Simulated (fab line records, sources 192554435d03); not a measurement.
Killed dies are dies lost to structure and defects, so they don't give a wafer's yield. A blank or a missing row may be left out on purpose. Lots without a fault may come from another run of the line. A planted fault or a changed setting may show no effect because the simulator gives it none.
Chamber matching | flow n5_finfet | N5_BEOL_M10_VIA_ETCH_34 on rie_diel-05: 4 sister chambers
The step etches SiCOH lowk in C4F6/O2, target depth 184.5 nm, time 69.2 s. 4 wafers are shown with their chamber, then 12 later ones without.

WAFERS WITH THEIR CHAMBER
wafer  | chamber | throttle_valve_pct (%)
L082.6 | 1       | 20.53
L090.6 | 0       | 21.00
L089.3 | 3       | 20.61
L089.5 | 2       | 21.27

WAFERS WITHOUT THEIR CHAMBER
wafer  | throttle_valve_pct (%)
L092.4 | 21.30
L092.5 | 21.29
L092.6 | 20.15
L095.1 | 20.92
L095.4 | 20.17
L095.5 | 20.63
L097.1 | 20.89
L097.2 | 21.04
L097.3 | 20.17
L097.4 | 20.63
L097.5 | 21.03
L097.6 | 20.63

WHICH CHAMBER EACH WENT THROUGH
wafer  | from the rows above               | in truth
L092.4 | can't be placed: 2 or 0           | 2
L092.5 | can't be placed: 2 or 0           | 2
L092.6 | can't be placed: 1 or 3           | 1
L095.1 | can't be placed: 0 or 3 or 2 or 1 | 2
L095.4 | can't be placed: 1 or 3           | 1
L095.5 | can't be placed: 3 or 1 or 0      | 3
L097.1 | can't be placed: 0 or 3 or 1 or 2 | 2
L097.2 | can't be placed: 0 or 2           | 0
L097.3 | can't be placed: 1 or 3           | 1
L097.4 | can't be placed: 3 or 1 or 0      | 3
L097.5 | can't be placed: 0 or 2           | 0
L097.6 | can't be placed: 3 or 1 or 0      | 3
Placed correctly: 0 of 12. Can't be placed from these rows: 12 (the true chamber is among the candidates in 12). Placed wrongly: 0.
How it was worked out, from the rows above alone: a wafer's distance from a chamber is the root of the sum, over the readings, of the square of ((its reading less the chamber's mean) divided by the reading's scatter). The wafer belongs to the nearest chamber; if the next one is less than 2 further off, it can't be placed. A chamber's mean is the mean of its shown wafers. The scatter: with one shown wafer a chamber, the root of the mean of the squares of how far each hidden wafer lies from its nearest shown one.
